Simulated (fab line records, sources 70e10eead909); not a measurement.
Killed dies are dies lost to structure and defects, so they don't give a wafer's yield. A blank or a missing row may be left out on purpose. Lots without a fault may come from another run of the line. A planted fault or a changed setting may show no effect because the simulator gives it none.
Problem report in the 8D (eight disciplines) form, filled by code | flow nand_harc | the parts of the form that need people (team, actions taken, sign-off) are left out

1. THE PROBLEM
killed_at_array at NHARC_END_SORT_01 reads a mean of 118 on 6 wafers of 3 lots; wafers without a fault read 27 with a standard deviation of 11. That is +8.3 standard deviations from the usual mean.
First seen on wafer L830.1, day 21 23:27, on prober-01. The record holds 9 wafers of 3 lots with a number at this step. Rule for "out", or "out of limits": more than 4 standard deviations from the usual mean. The other wafers with a number count as sound.

2. WHAT IT IS AND WHAT IT IS NOT
question                    | is                                             | is not
which readings at this step | killed_at_array, killed_dies                   | killed_at_other, killed_at_periphery, killed_open, killed_short
which lots                  | L829, L830, L832                               | -
which wafers of those lots  | L829.1, L829.3, L830.1, L830.3, L832.1, L832.6 | L829.2, L830.6, L832.5
read on which gauges        | prober-01, prober-02                           | -
when                        | from day 21 23:27                              | up to then (0 sound wafers); but 3 sound wafers of L829, L830, L832 came after

3. SUSPECTS, AND WHAT RULES EACH OUT
Counting: a tool at a process step up to the reading stays a suspect if it ran every lot that is out. Sound lots after the first of them don't rule it out here, since some wafers of a struck lot are sound.
- the gauge at NHARC_END_SORT_01: ruled out. The wafers that are out were read on 2 gauges (prober-01, prober-02).
- har_cap_etch-02 at NHARC_A_CONTACT_ETCH_123 (etches the open film in C4F8/O2/Ar, time 253 s, target depth 1090 nm): kept. It ran every lot that is out, first L829 (day 18 21:58).
- Within har_cap_etch-02 at NHARC_A_CONTACT_ETCH_123: the wafers that are out ran in chamber 1; their sound lot-mates ran in chamber 0.
Left after counting: har_cap_etch-02 at NHARC_A_CONTACT_ETCH_123.

4. THE CAUSE (what the simulator had put in)
Chamber particle source: har_cap_etch-02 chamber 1, from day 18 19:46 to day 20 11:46, at NHARC_A_CONTACT_ETCH_123. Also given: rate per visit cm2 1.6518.
Counting left only this tool.

5. THE CHAIN OF EFFECTS, in route order
Each row: a reading whose mean over the struck wafers that have a number lies more than 3 standard deviations from the usual. Only readings for which the record gives a usual standard deviation are gone through. hours: the time from each lot's start at the first step in this table that gives one to its start at this step, as a median over the lots. sigmas: the change in usual standard deviations.
hours | step              | reading         | usual | on struck wafers | change | sigmas
0     | NHARC_END_SORT_01 | killed_at_array | 27    | 118              | +91    | +8.3
0     | NHARC_END_SORT_01 | killed_dies     | 30    | 121              | +91    | +8.2

6. WHAT WOULD HAVE CAUGHT IT SOONER
In this record the first reading out of limits at a measuring or inspecting step was taken at day 21 23:27, 76 hours after the fault began at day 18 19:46.
All the lots that are out (3) had begun NHARC_A_CONTACT_ETCH_123 on har_cap_etch-02 by day 21 23:27. A hold on the tool at that time would have spared none of them.
